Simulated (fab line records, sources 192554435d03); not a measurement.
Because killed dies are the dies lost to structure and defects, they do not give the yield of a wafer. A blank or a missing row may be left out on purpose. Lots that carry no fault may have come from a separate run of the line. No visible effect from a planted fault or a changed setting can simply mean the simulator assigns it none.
fab line records	flow n5-finfet
record lots=24	wafers=72	last-day=18
route steps=1938 shown BEOL_M7@1286
lots that met no fault: taken from a fault-free run of the same line
start-h: the number of hours between the record's first day and the start of the first shown wafer of the lot	wait-h: hours since the lot's step before	" the same as in the row above	L1.1+2: a single row standing in for several wafers	- no value present, or no start provided	* or withheld: withheld	< > ~ a bound
route shown NAME@n: names a module that has steps shown in the file, with the first one's number in the route	usual: the fault-free wafers' mean and standard deviation	same: alike in all rows	chamber/n: place in a boat	sites: the reading at each site	_std_site: their standard deviation	_edge_site: inner sites' mean taken away from outer sites' mean	radius-mm: for every site, how far away it sits from the centre of the wafer	mask NAME#n: copy n	behind: the last tool/chamber to shape the wafer	hold: why the lot was held/for how many hours/how that ended	device: names the non-switching transistor (n, p or np)	end of line: at the end of the route, the tests of the same wafers	step lacking rows: just its recipe	killed: dies lost to structure and defects at the first sort, not the wafer's yield	map: shows each die of a wafer: x if killed, . if not, _ if none is there
set.NAME: the setting the step ran with; set.NAME@STEP: the setting that earlier step ran with	model.NAME: the simulator's own value behind a step, which no gauge read
one table for each step of the route and one row for each wafer, over a sample of lots
services: when a tool's chamber went out of use (start-h, in hours from the record's first day, below 0 if earlier), for how many hours, and the reason
## steps
# step N5_BEOL_M7_CD_MEAS_18
# recipe pitch-nm=80	target-cd-nm=40
# usual cd-nm=40.0/0.69
lot.wafer	tool	chamber	start-h	wait-h	cd-nm
L074.1	cd-sem-01	-	208.04	0.0	39.0
L074.4	"	-	"	"	40.0
L074.5	"	-	"	"	39.9
L075.3	cd-sem-01	-	211.31	0.1	40.1
L075.4	"	-	"	"	40.9
L075.6	"	-	"	"	40.6
L078.1	cd-sem-03	-	226.72	0.0	40.2
L078.2	"	-	"	"	40.7
L078.6	"	-	"	"	40.9
L076.2	cd-sem-02	-	230.44	0.1	39.6
L076.3	"	-	"	"	39.6
L076.5	"	-	"	"	38.7
L079.1	cd-sem-02	-	235.18	0.0	40.1
L079.2	"	-	"	"	39.5
L079.5	"	-	"	"	39.4
L077.2	cd-sem-03	-	238.39	0.1	39.4
L077.3	"	-	"	"	39.9
L077.5	"	-	"	"	38.8
L080.2	cd-sem-01	-	238.95	0.1	39.7
L080.3	"	-	"	"	40.4
L080.5	"	-	"	"	39.8
L081.2	cd-sem-01	-	239.23	0.1	40.4
L081.5	"	-	"	"	39.1
L081.6	"	-	"	"	40.3
L083.4	cd-sem-03	-	256.63	0.1	40.6
L083.5	"	-	"	"	40.2
L083.6	"	-	"	"	40.5
L082.1	cd-sem-03	-	257.53	0.0	40.1
L082.2	"	-	"	"	40.2
L082.3	"	-	"	"	40.5
L085.4	cd-sem-02	-	259.73	0.1	41.0
L085.5	"	-	"	"	41.0
L085.6	"	-	"	"	40.9
L084.2	cd-sem-03	-	263.82	0.1	39.4
L084.3	"	-	"	"	39.8
L084.4	"	-	"	"	39.0
L087.2	cd-sem-02	-	277.85	0.1	40.2
L087.3	"	-	"	"	39.9
L087.6	"	-	"	"	40.6
L086.2	cd-sem-02	-	281.77	0.1	39.8
L086.4	"	-	"	"	39.7
L086.5	"	-	"	"	38.7
L088.1	cd-sem-02	-	291.52	0.0	40.3
L088.3	"	-	"	"	39.0
L088.4	"	-	"	"	39.9
L090.3	cd-sem-01	-	298.50	0.1	39.6
L090.4	"	-	"	"	39.1
L090.6	"	-	"	"	40.4
L089.3	cd-sem-02	-	306.31	0.1	39.8
L089.4	"	-	"	"	39.4
L089.5	"	-	"	"	40.9
L092.1	cd-sem-02	-	306.34	0.0	39.5
L092.4	"	-	"	"	39.6
L092.6	"	-	"	"	40.9
L091.2	cd-sem-02	-	306.97	0.1	39.6
L091.4	"	-	"	"	39.2
L091.5	"	-	"	"	38.4
L093.1	cd-sem-03	-	310.15	0.0	40.4
L093.2	"	-	"	"	40.2
L093.6	"	-	"	"	39.8
L094.2	cd-sem-02	-	310.35	0.1	40.6
L094.3	"	-	"	"	39.7
L094.6	"	-	"	"	39.8
L096.1	cd-sem-02	-	331.97	0.0	39.8
L096.2	"	-	"	"	40.3
L096.5	"	-	"	"	39.8
L095.1	cd-sem-01	-	332.11	0.0	39.9
L095.3	"	-	"	"	42.5
L095.5	"	-	"	"	40.1
L097.1	cd-sem-03	-	338.52	0.0	40.6
L097.2	"	-	"	"	39.6
L097.4	"	-	"	"	40.0
# step N5_BEOL_M7_TRENCH_ETCH_37
# recipe chemistry=C4F6/O2	target-depth-a=934.78	target=SiCOH_lowk	time-s=31.2	ion-energy-ev=250	pressure-mtorr=30	source-w=345	bias-w=185	Ar_flow_sccm=300	C4F6_flow_sccm=10	O2_flow_sccm=10
# usual O2_flow_sccm=9.998/0.03	drypump-motor-current-A=5.7/0.33	oes_o_777_au=0.78/0.071	oes-product-au=0.77/0.059	rf-vpp-V=671/20	showerhead-plenum-p-Torr=2.83/0.096	throttle-valve-pct=20.94/0.27
lot.wafer	tool	chamber	start-h	wait-h	O2_flow_sccm	drypump-motor-current-A	oes_o_777_au	oes-product-au	rf-hours-counter-h	rf-vpp-V	showerhead-plenum-p-Torr	throttle-valve-pct
L074.1	rie-diel-04	1	-	-	10.025	5.7	0.94	0.87	69	675	2.77	20.69
L074.4	"	2	"	"	10.032	6.0	0.71	0.70	223	654	2.69	20.93
L074.5	"	2	"	"	10.034	6.0	0.71	0.69	-	654	2.69	20.91
L075.3	rie-diel-01	2	-	-	9.982	6.3	0.76	0.74	185	665	2.97	21.05
L075.4	"	3	"	"	10.042	5.7	0.74	0.75	149	651	2.74	21.11
L075.6	"	3	"	"	10.045	5.7	0.73	0.75	-	650	2.74	21.11
L078.1	rie-diel-04	2	-	-	10.036	6.1	0.70	0.69	228	656	2.69	20.93
L078.2	"	0	"	"	9.995	5.7	0.80	0.78	119	634	2.84	20.88
L078.6	"	0	"	"	9.992	5.8	0.81	0.77	-	635	2.84	20.85
L076.2	rie-diel-03	2	-	-	9.969	5.7	0.74	0.75	161	691	2.99	21.48
L076.3	"	0	"	"	10.036	5.7	0.83	0.85	58	694	2.99	21.13
L076.5	"	1	"	"	9.986	5.4	0.76	0.79	-	674	2.90	20.95
L079.1	rie-diel-01	3	-	-	9.970	5.7	0.74	0.74	155	651	2.74	21.12
L079.2	"	0	"	"	9.995	5.8	0.83	0.82	66	698	2.90	20.70
L079.5	"	3	"	"	9.955	5.7	0.73	0.74	-	651	2.74	21.11
L080.2	rie-diel-03	1	-	-	10.015	5.3	0.76	0.79	123	672	2.90	20.96
L080.3	"	2	"	"	9.997	5.7	0.73	0.76	165	690	2.99	21.49
L080.5	"	0	"	"	10.052	5.8	0.83	0.85	-	696	2.99	21.13
L081.2	rie-diel-01	2	-	-	10.015	6.3	0.76	0.74	194	665	2.96	21.08
L081.5	"	0	"	"	9.937	5.8	0.82	0.83	-	698	2.90	20.72
L081.6	"	1	"	"	9.982	5.9	0.72	0.73	-	676	2.72	21.18
L077.2	rie-diel-03	3	-	-	9.996	5.9	0.73	0.69	234	650	2.84	21.23
L077.3	"	0	"	"	9.947	5.8	0.84	0.84	61	694	2.99	21.13
L077.5	"	2	"	"	9.974	5.6	0.74	0.75	-	688	2.99	21.48
L083.4	rie-diel-04	3	-	-	10.024	5.0	0.74	0.76	143	692	2.83	20.46
L083.5	"	3	"	"	10.011	5.0	0.75	0.76	-	692	2.83	20.46
L083.6	"	2	"	"	9.994	6.0	0.69	0.68	-	655	2.68	20.95
L082.1	rie-diel-04	3	-	-	10.015	5.0	0.74	0.76	144	692	2.83	20.47
L082.2	"	1	"	"	10.028	5.7	0.93	0.86	85	675	2.77	20.72
L082.3	"	0	"	"	9.984	5.7	0.80	0.76	128	635	2.83	20.88
L085.4	rie-diel-04	1	-	-	9.997	5.7	0.92	0.85	85	675	2.77	20.70
L085.5	"	2	"	"	9.994	6.0	0.70	0.68	-	654	2.68	20.95
L085.6	"	3	"	"	10.007	5.0	0.74	0.77	-	689	2.83	20.46
L084.2	rie-diel-04	3	-	-	9.996	5.1	0.75	0.77	146	691	2.83	20.46
L084.3	"	2	"	"	10.001	6.0	0.69	0.68	239	655	2.68	20.96
L084.4	"	0	"	"	9.975	5.7	0.80	0.77	130	633	2.83	20.86
L087.2	rie-diel-01	0	-	-	9.991	5.8	0.81	0.81	81	700	2.89	20.73
L087.3	"	1	"	"	10.007	5.9	0.71	0.71	222	676	2.72	21.19
L087.6	"	1	"	"	10.023	5.9	0.73	0.72	-	677	2.72	21.19
L086.2	rie-diel-01	2	-	-	10.023	6.3	0.76	0.72	207	665	2.96	21.07
L086.4	"	3	"	"	9.990	5.7	0.72	0.73	170	650	2.73	21.15
L086.5	"	2	"	"	10.035	6.3	0.75	0.71	-	664	2.96	21.09
L088.1	rie-diel-01	2	-	-	9.983	6.3	0.75	0.72	209	665	2.95	21.07
L088.3	"	3	"	"	9.993	5.7	0.72	0.73	172	652	2.73	21.14
L088.4	"	0	"	"	9.971	5.8	0.80	0.80	84	699	2.89	20.75
L090.3	rie-diel-01	3	-	-	9.992	5.7	0.72	0.74	174	651	2.73	21.15
L090.4	"	1	"	"	9.982	5.9	0.72	0.71	228	676	2.72	21.19
L090.6	"	1	"	"	10.004	5.9	0.71	0.71	-	677	2.72	21.19
L092.1	rie-diel-04	1	-	-	10.042	5.7	0.90	0.82	102	676	2.76	20.72
L092.4	"	3	"	"	9.990	5.1	0.73	0.75	-	690	2.82	20.50
L092.6	"	0	"	"	10.016	5.7	0.78	0.76	-	634	2.83	20.87
L089.3	rie-diel-03	1	-	-	10.000	5.4	0.74	0.77	145	672	2.89	20.97
L089.4	"	0	"	"	10.012	5.7	0.80	0.81	-	694	2.98	21.16
L089.5	"	2	"	"	10.080	5.6	0.71	0.73	-	689	2.98	21.51
L091.2	rie-diel-01	3	-	-	9.987	5.7	0.71	0.73	178	651	2.73	21.16
L091.4	"	0	"	"	9.956	5.8	0.80	0.79	90	699	2.89	20.74
L091.5	"	3	"	"	10.003	5.7	0.72	0.73	-	651	2.73	21.15
L093.1	rie-diel-04	1	-	-	9.986	5.7	0.89	0.83	103	676	2.76	20.74
L093.2	"	3	"	"	10.021	5.0	0.73	0.76	163	692	2.82	20.50
L093.6	"	1	"	"	10.039	5.7	0.90	0.83	-	674	2.76	20.75
L094.2	rie-diel-04	1	-	-	10.016	5.7	0.90	0.82	104	674	2.76	20.74
L094.3	"	3	"	"	9.996	5.1	0.73	0.75	163	692	2.82	20.48
L094.6	"	1	"	"	9.986	5.7	0.90	0.82	-	674	2.76	20.74
L096.1	rie-diel-04	2	-	-	10.006	6.1	0.98	0.96	2	666	3.02	20.65
L096.2	"	1	"	"	10.051	5.7	0.88	0.81	112	674	2.75	20.75
L096.5	"	2	"	"	9.980	6.0	0.97	0.97	-	664	3.02	20.63
L095.1	rie-diel-03	3	-	-	9.928	5.9	1.01	0.98	4	648	2.83	20.84
L095.3	"	0	"	"	10.057	5.7	0.79	0.81	95	695	2.98	21.20
L095.5	"	2	"	"	9.974	5.6	0.70	0.72	-	689	2.97	21.52
L097.1	rie-diel-01	3	-	-	10.012	5.7	0.71	0.72	187	652	2.72	21.17
L097.2	"	1	"	"	10.017	5.9	0.70	0.69	240	676	2.71	21.22
L097.4	"	0	"	"	9.952	5.8	0.79	0.79	100	698	2.88	20.78
# step N5_BEOL_M7_OCD_MEAS_38
# usual trench-depth-nm=93.3/2
lot.wafer	tool	chamber	start-h	wait-h	trench-depth-nm
L074.1	ocd-01	-	209.55	-	95.8
L074.4	"	-	"	"	92.0
L074.5	"	-	"	"	91.1
L075.3	ocd-01	-	212.43	-	97.6
L075.4	"	-	"	"	89.6
L075.6	"	-	"	"	89.9
L078.1	ocd-02	-	229.26	-	91.7
L078.2	"	-	"	"	93.3
L078.6	"	-	"	"	92.2
L076.2	ocd-02	-	231.51	-	94.3
L076.3	"	-	"	"	92.0
L076.5	"	-	"	"	91.9
L079.1	ocd-01	-	237.29	-	89.4
L079.2	"	-	"	"	90.7
L079.5	"	-	"	"	89.3
L080.2	ocd-02	-	241.88	-	92.2
L080.3	"	-	"	"	96.0
L080.5	"	-	"	"	93.3
L081.2	ocd-02	-	242.21	-	97.3
L081.5	"	-	"	"	91.5
L081.6	"	-	"	"	97.2
L077.2	ocd-02	-	243.10	-	92.7
L077.3	"	-	"	"	91.7
L077.5	"	-	"	"	94.7
L083.4	ocd-01	-	258.38	-	92.6
L083.5	"	-	"	"	92.6
L083.6	"	-	"	"	92.6
L082.1	ocd-01	-	258.96	-	91.8
L082.2	"	-	"	"	96.2
L082.3	"	-	"	"	91.1
L085.4	ocd-01	-	261.42	-	96.8
L085.5	"	-	"	"	91.8
L085.6	"	-	"	"	93.1
L084.2	ocd-01	-	264.68	-	92.1
L084.3	"	-	"	"	91.4
L084.4	"	-	"	"	92.5
L087.2	ocd-02	-	279.90	-	90.4
L087.3	"	-	"	"	96.7
L087.6	"	-	"	"	96.1
L086.2	ocd-02	-	285.98	-	95.5
L086.4	"	-	"	"	91.5
L086.5	"	-	"	"	95.0
L088.1	ocd-01	-	292.90	-	94.6
L088.3	"	-	"	"	91.6
L088.4	"	-	"	"	90.3
L090.3	ocd-02	-	300.08	-	92.5
L090.4	"	-	"	"	96.1
L090.6	"	-	"	"	95.5
L092.1	ocd-02	-	308.79	-	94.9
L092.4	"	-	"	"	92.9
L092.6	"	-	"	"	92.5
L089.3	ocd-01	-	308.83	-	91.6
L089.4	"	-	"	"	93.2
L089.5	"	-	"	"	93.9
L091.2	ocd-01	-	308.94	-	92.3
L091.4	"	-	"	"	91.8
L091.5	"	-	"	"	92.5
L093.1	ocd-02	-	311.02	-	96.1
L093.2	"	-	"	"	94.9
L093.6	"	-	"	"	96.1
L094.2	ocd-02	-	311.42	-	93.1
L094.3	"	-	"	"	91.8
L094.6	"	-	"	"	94.0
L096.1	ocd-02	-	333.80	-	93.8
L096.2	"	-	"	"	94.3
L096.5	"	-	"	"	93.2
L095.1	ocd-01	-	333.96	-	95.9
L095.3	"	-	"	"	93.1
L095.5	"	-	"	"	93.8
L097.1	ocd-02	-	339.40	-	91.0
L097.2	"	-	"	"	94.1
L097.4	"	-	"	"	91.0
# step N5_BEOL_M7_PRE_CLEAN_45
# recipe gas=H2/He	time-s=30	temp-c=250
# usual heater-power-w=331/34	susceptor-temp-C=250.01/0.18
lot.wafer	tool	chamber	start-h	wait-h	heater-power-w	susceptor-temp-C
L074.1	pvd-sputter-03	-	210.30	0.0	363	249.80
L074.4	"	-	"	"	321	249.98
L074.5	"	-	"	"	313	249.81
L075.3	pvd-sputter-03	-	213.42	0.0	312	249.69
L075.4	"	-	"	"	350	249.90
L075.6	"	-	"	"	310	249.81
L078.1	pvd-sputter-01	-	230.45	0.0	295	250.39
L078.2	"	-	"	"	396	250.12
L078.6	"	-	"	"	293	249.96
L076.2	pvd-sputter-01	-	233.32	0.0	307	250.09
L076.3	"	-	"	"	402	249.93
L076.5	"	-	"	"	301	250.03
L079.1	pvd-sputter-01	-	238.38	0.0	302	249.96
L079.2	"	-	"	"	293	250.23
L079.5	"	-	"	"	406	249.89
L080.2	pvd-sputter-02	-	243.48	0.0	312	250.01
L080.3	"	-	"	"	288	249.94
L080.5	"	-	"	"	282	249.99
L081.2	pvd-sputter-02	-	243.56	0.0	316	250.19
L081.5	"	-	"	"	312	250.20
L081.6	"	-	"	"	287	249.94
L077.2	pvd-sputter-03	-	243.66	0.0	317	249.89
L077.3	"	-	"	"	316	250.41
L077.5	"	-	"	"	354	249.87
L083.4	pvd-sputter-01	-	261.47	0.0	298	250.19
L083.5	"	-	"	"	306	250.00
L083.6	"	-	"	"	407	250.37
L082.1	pvd-sputter-03	-	261.48	0.0	314	250.02
L082.2	"	-	"	"	312	249.99
L082.3	"	-	"	"	357	250.15
L085.4	pvd-sputter-02	-	262.27	0.0	292	249.88
L085.5	"	-	"	"	313	250.14
L085.6	"	-	"	"	361	250.03
L084.2	pvd-sputter-03	-	265.46	0.0	318	249.89
L084.3	"	-	"	"	357	249.77
L084.4	"	-	"	"	306	249.93
L087.2	pvd-sputter-01	-	281.46	0.0	318	250.28
L087.3	"	-	"	"	412	250.06
L087.6	"	-	"	"	410	250.11
L086.2	pvd-sputter-03	-	286.77	0.0	365	249.97
L086.4	"	-	"	"	325	250.23
L086.5	"	-	"	"	313	249.96
L088.1	pvd-sputter-01	-	293.75	0.0	303	250.21
L088.3	"	-	"	"	319	249.90
L088.4	"	-	"	"	405	249.89
L090.3	pvd-sputter-03	-	300.80	0.0	361	250.04
L090.4	"	-	"	"	312	249.97
L090.6	"	-	"	"	322	249.86
L092.1	pvd-sputter-01	-	309.54	0.0	320	249.71
L092.4	"	-	"	"	315	250.11
L092.6	"	-	"	"	304	250.22
L089.3	pvd-sputter-02	-	309.54	0.0	289	250.04
L089.4	"	-	"	"	317	249.90
L089.5	"	-	"	"	289	249.70
L091.2	pvd-sputter-03	-	310.40	0.0	359	249.96
L091.4	"	-	"	"	315	249.64
L091.5	"	-	"	"	308	249.93
L093.1	pvd-sputter-02	-	311.58	0.0	277	249.94
L093.2	"	-	"	"	310	250.10
L093.6	"	-	"	"	319	249.97
L094.2	pvd-sputter-01	-	312.10	0.0	334	250.05
L094.3	"	-	"	"	415	249.72
L094.6	"	-	"	"	302	250.01
L096.1	pvd-sputter-03	-	334.82	0.0	320	250.30
L096.2	"	-	"	"	315	250.11
L096.5	"	-	"	"	359	249.94
L095.1	pvd-sputter-03	-	335.00	0.0	361	250.06
L095.3	"	-	"	"	324	250.00
L095.5	"	-	"	"	326	250.04
L097.1	pvd-sputter-01	-	344.17	0.0	298	249.84
L097.2	"	-	"	"	327	250.08
L097.4	"	-	"	"	406	249.84
# step N5_BEOL_M7_SURFACE_TREAT_79
# recipe gas=Ar	time-s=*	ion-energy-ev=*	ion-current-ma-cm2=0.5	pressure-mtorr=*	ar-flow-sccm=30
# usual throttle-valve-pct=*
lot.wafer	tool	chamber	start-h	wait-h	throttle-valve-pct
L074.1	pvd-sputter-02	-	211.99	1.3	*
L074.4	"	-	"	"	*
L074.5	"	-	"	"	*
L075.3	pvd-sputter-03	-	213.92	0.2	*
L075.4	"	-	"	"	*
L075.6	"	-	"	"	*
L078.1	pvd-sputter-02	-	230.84	0.2	*
L078.2	"	-	"	"	*
L078.6	"	-	"	"	*
L076.2	pvd-sputter-02	-	233.69	0.2	*
L076.3	"	-	"	"	*
L076.5	"	-	"	"	*
L079.1	pvd-sputter-02	-	238.89	0.3	*
L079.2	"	-	"	"	*
L079.5	"	-	"	"	*
L080.2	pvd-sputter-02	-	243.92	0.2	*
L080.3	"	-	"	"	*
L080.5	"	-	"	"	*
L081.2	pvd-sputter-02	-	243.96	0.2	*
L081.5	"	-	"	"	*
L081.6	"	-	"	"	*
L077.2	pvd-sputter-03	-	244.14	0.2	*
L077.3	"	-	"	"	*
L077.5	"	-	"	"	*
L083.4	pvd-sputter-01	-	261.83	0.2	*
L083.5	"	-	"	"	*
L083.6	"	-	"	"	*
L082.1	pvd-sputter-01	-	261.87	0.2	*
L082.2	"	-	"	"	*
L082.3	"	-	"	"	*
L085.4	pvd-sputter-02	-	262.73	0.3	*
L085.5	"	-	"	"	*
L085.6	"	-	"	"	*
L084.2	pvd-sputter-03	-	265.96	0.2	*
L084.3	"	-	"	"	*
L084.4	"	-	"	"	*
L087.2	pvd-sputter-02	-	281.87	0.2	*
L087.3	"	-	"	"	*
L087.6	"	-	"	"	*
L086.2	pvd-sputter-01	-	287.15	0.2	*
L086.4	"	-	"	"	*
L086.5	"	-	"	"	*
L088.1	pvd-sputter-01	-	294.29	0.3	*
L088.3	"	-	"	"	*
L088.4	"	-	"	"	*
L090.3	pvd-sputter-01	-	301.18	0.2	*
L090.4	"	-	"	"	*
L090.6	"	-	"	"	*
L089.3	pvd-sputter-03	-	310.28	0.5	*
L089.4	"	-	"	"	*
L089.5	"	-	"	"	*
L092.1	pvd-sputter-03	-	310.32	0.5	*
L092.4	"	-	"	"	*
L092.6	"	-	"	"	*
L091.2	pvd-sputter-03	-	310.76	0.2	*
L091.4	"	-	"	"	*
L091.5	"	-	"	"	*
L093.1	pvd-sputter-01	-	311.94	0.2	*
L093.2	"	-	"	"	*
L093.6	"	-	"	"	*
L094.2	pvd-sputter-02	-	312.58	0.3	*
L094.3	"	-	"	"	*
L094.6	"	-	"	"	*
L096.1	pvd-sputter-01	-	335.30	0.2	*
L096.2	"	-	"	"	*
L096.5	"	-	"	"	*
L095.1	pvd-sputter-01	-	335.46	0.3	*
L095.3	"	-	"	"	*
L095.5	"	-	"	"	*
L097.1	pvd-sputter-02	-	344.63	0.3	*
L097.2	"	-	"	"	*
L097.4	"	-	"	"	*
# step N5_BEOL_M7_CMP_52
# recipe stop-on=SiCOH_lowk	t-overpolish-s=6.9	down-force-psi=1	platen-rpm=50	clearing-platen-down-force-psi=1.5	clearing-platen-rpm=50	post-cmp-clean=cu-alkaline	target-thk-nm=80	clearing-platen-pad-velocity-m-s=0.99484	pad-velocity-m-s=0.99484
# usual barrier-field-endpoint-s=29.1/0.64	motor-current-A=5.9/0.56	overpolish-run-s=6.901/0.0087	slurry-filter-dp-kPa=13.51/0.14	slurry-flow-ml-min=150.0/0.48	time-to-endpoint-s=64/3.6
lot.wafer	tool	chamber	start-h	wait-h	barrier-field-endpoint-s	motor-current-A	overpolish-run-s	slurry-filter-dp-kPa	slurry-flow-ml-min	time-to-endpoint-s
L074.1	cmp-04	3	212.71	0.3	29.3	5.2	6.896	13.35	150.0	65
L074.4	"	1	"	"	28.7	6.4	6.916	13.44	150.8	60
L074.5	"	0	"	"	30.0	5.6	6.900	13.23	149.9	72
L075.3	cmp-04	3	215.05	0.2	28.7	5.5	6.896	13.47	150.1	65
L075.4	"	1	"	"	28.9	6.5	6.884	13.49	149.8	59
L075.6	"	3	"	"	29.5	5.6	6.893	13.28	150.1	63
L078.2	cmp-03	0	232.39	0.3	29.9	6.5	6.900	13.46	149.6	67
L078.1	"	1	"	"	29.5	6.0	6.909	13.71	151.0	64
L078.6	"	1	"	"	28.9	5.6	6.893	13.56	150.2	64
L076.3	cmp-02	3	234.51	0.2	28.7	5.5	6.894	13.38	150.2	59
L076.2	"	1	"	"	28.0	6.2	6.898	13.52	149.4	57
L076.5	"	3	"	"	29.1	5.1	6.899	13.70	149.9	62
L079.2	cmp-03	2	240.99	0.2	29.7	5.3	6.911	13.62	149.6	68
L079.1	"	0	"	"	29.2	6.9	6.911	13.46	149.8	68
L079.5	"	1	"	"	29.0	6.0	6.889	13.56	149.6	64
L080.2	cmp-04	3	244.88	0.2	29.8	5.3	6.901	13.60	149.6	69
L080.3	"	1	"	"	29.4	6.3	6.912	13.47	150.6	64
L080.5	"	3	"	"	29.1	5.8	6.903	13.60	149.7	66
L081.2	cmp-02	0	244.97	0.2	29.1	6.8	6.897	13.45	149.0	65
L081.5	"	0	"	"	29.5	7.0	6.891	13.25	149.2	65
L081.6	"	1	"	"	28.2	6.5	6.882	13.61	150.0	58
L077.3	cmp-03	2	245.21	0.3	28.4	5.3	6.908	13.55	149.9	64
L077.2	"	3	"	"	29.0	6.0	6.899	13.78	149.4	66
L077.5	"	1	"	"	29.3	5.5	6.895	13.52	149.6	63
L082.3	cmp-04	2	262.70	0.2	28.3	6.1	6.897	13.66	149.8	59
L082.1	"	3	"	"	29.1	5.6	6.899	13.55	150.0	66
L082.2	"	0	"	"	30.3	5.0	6.912	13.42	150.8	74
L083.4	cmp-03	1	262.75	0.2	28.5	5.4	6.911	13.55	150.2	59
L083.5	"	2	"	"	29.9	5.0	6.900	13.36	149.8	66
L083.6	"	3	"	"	29.2	5.8	6.901	13.18	150.1	64
L085.4	cmp-02	3	265.02	0.2	28.9	5.1	6.898	13.47	149.6	60
L085.6	"	2	"	"	28.2	6.5	6.909	13.72	150.3	59
L085.5	"	3	"	"	29.0	5.2	6.907	13.50	150.0	62
L084.3	cmp-04	1	267.40	0.3	29.2	6.5	6.903	13.61	149.6	62
L084.4	"	3	"	"	29.6	5.6	6.905	13.59	150.1	65
L084.2	"	0	"	"	30.9	5.3	6.893	13.66	149.8	73
L087.2	cmp-03	3	284.37	0.3	28.8	6.2	6.899	13.65	150.2	61
L087.3	"	0	"	"	30.4	6.6	6.905	13.38	150.0	62
L087.6	"	2	"	"	29.5	5.2	6.906	13.33	150.0	63
L086.4	cmp-02	2	288.73	0.1	28.2	6.3	6.917	13.50	151.0	57
L086.2	"	0	"	"	29.7	6.6	6.909	13.53	150.1	67
L086.5	"	2	"	"	28.8	6.5	6.905	13.52	150.1	59
L088.3	cmp-03	2	295.75	0.3	29.5	5.4	6.903	13.13	150.0	67
L088.1	"	3	"	"	28.7	5.7	6.914	13.57	151.0	62
L088.4	"	1	"	"	28.9	5.7	6.891	13.25	149.1	62
L090.3	cmp-03	3	302.28	0.2	28.0	5.7	6.898	13.63	149.8	62
L090.4	"	0	"	"	29.5	6.6	6.897	13.35	149.9	67
L090.6	"	3	"	"	28.3	5.4	6.907	13.52	150.7	62
L089.3	cmp-02	0	311.25	0.2	28.9	6.8	6.893	13.51	150.3	67
L089.4	"	2	"	"	28.3	6.6	6.908	13.71	149.3	59
L089.5	"	1	"	"	29.0	6.3	6.889	13.34	149.1	62
L092.4	cmp-03	1	311.35	0.2	28.3	5.9	6.905	13.53	150.1	60
L092.1	"	3	"	"	29.1	6.1	6.870	13.44	150.3	64
L092.6	"	1	"	"	28.7	6.0	6.904	13.42	150.0	60
L091.4	cmp-03	0	311.54	0.1	29.4	6.6	6.892	13.65	149.5	66
L091.2	"	1	"	"	28.7	6.0	6.899	13.52	150.5	62
L091.5	"	0	"	"	28.9	6.4	6.905	13.33	149.3	66
L093.2	cmp-03	2	312.65	0.2	29.0	5.3	6.894	13.80	150.3	66
L093.1	"	1	"	"	28.6	6.1	6.890	13.40	149.9	63
L093.6	"	2	"	"	29.0	5.4	6.906	13.66	150.0	64
L094.3	cmp-04	3	313.68	0.2	29.1	5.5	6.904	13.68	150.5	66
L094.2	"	1	"	"	29.5	6.7	6.904	13.61	150.1	64
L094.6	"	3	"	"	29.6	5.7	6.908	13.64	150.4	65
L095.3	cmp-04	1	336.87	0.2	28.3	6.3	6.895	13.67	150.5	63
L095.1	"	0	"	"	30.8	5.3	6.883	13.46	149.5	73
L095.5	"	1	"	"	28.9	6.6	6.899	13.56	151.0	65
L096.1	cmp-03	1	336.95	0.3	28.6	5.8	6.902	13.54	149.9	63
L096.2	"	2	"	"	29.5	5.4	6.894	13.46	149.9	68
L096.5	"	0	"	"	29.5	6.5	6.915	13.26	149.9	64
L097.2	cmp-02	1	345.36	0.2	28.8	6.3	6.895	13.74	150.8	62
L097.1	"	2	"	"	28.2	6.3	6.883	13.45	150.4	60
L097.4	"	0	"	"	29.5	6.8	6.902	13.49	150.0	66
## services
tool	chamber	start-h	hours	kind
cmp-03	-	189.92	16.7	pm
rie-diel-01	-	207.15	2.3	repair
cmp-03	-	213.17	0.3	repair
cmp-04	-	216.24	0.4	repair
cmp-03	-	217.93	4.0	pm
cmp-03	-	221.93	-	consumable-replace:conditioner
cmp-03	-	221.93	-	consumable-replace:pad
rie-diel-01	-	229.78	2.5	repair
cmp-02	-	259.65	4.0	pm
rie-diel-03	-	262.64	0.5	repair
cmp-04	-	264.38	0.9	repair
cmp-02	-	267.05	16.2	repair
cmp-03	-	271.78	2.7	repair
cmp-02	-	289.29	0.4	repair
rie-diel-04	0	289.58	7.4	repair
cmp-03	-	298.15	0.5	repair
cmp-03	-	303.39	4.7	pm
rie-diel-04	2	306.17	5.3	repair
cmp-04	-	306.77	4.9	repair
rie-diel-04	2	311.66	-	clean
rie-diel-04	2	311.66	-	consumable-replace:focus-ring
cmp-03	-	312.03	0.3	repair
rie-diel-03	2	342.53	6.8	repair
rie-diel-04	0	344.79	4.5	repair
## key
fault none
